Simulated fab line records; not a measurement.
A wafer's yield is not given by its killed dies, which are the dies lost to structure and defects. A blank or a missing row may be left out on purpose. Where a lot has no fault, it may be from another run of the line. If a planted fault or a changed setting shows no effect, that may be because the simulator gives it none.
Matching of chambers ; flow nand_harc ; NHARC_P_CONTACT_CMP_24 on cmp-02 has 3 sister chambers
The step polishes, t overpolish 30 s, target thk 200 nm. 3 wafers are shown with their chamber, then 6 later ones without.

WAFERS WITH THEIR CHAMBER
wafer;chamber;motor_current_A (A)
L084.1;3;11.6
L088.1;1;13.9
L089.3;0;11.0

WAFERS MISSING THEIR CHAMBER
wafer;motor_current_A (A)
L089.4;11.7
L090.2;13.5
L090.4;11.5
L094.1;11.1
L094.3;12.9
L095.2;12.2

WHICH CHAMBER EACH ONE RAN IN
wafer;from the rows above;in truth
L089.4;can't be placed: 3 or 0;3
L090.2;1;1
L090.4;can't be placed: 3 or 0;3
L094.1;can't be placed: 0 or 3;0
L094.3;can't be placed: 1 or 3 or 0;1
L095.2;can't be placed: 3 or 0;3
Correctly placed: 1 of 6. These rows do not allow placing 5 (true chamber among the candidates in 5). Number placed wrongly: 0.
How it was worked out, from the rows above alone: a wafer's distance from a chamber is the root of the sum, over the readings, of the square of ((its reading less the chamber's mean) divided by the reading's scatter). If the next closest chamber is less than 2 further off than the closest, the wafer can't be placed; otherwise it belongs to the closest. The mean given for a chamber averages the wafers shown for that chamber. The scatter: with one shown wafer a chamber, the root of the mean of the squares of how far each hidden wafer lies from its nearest shown one.
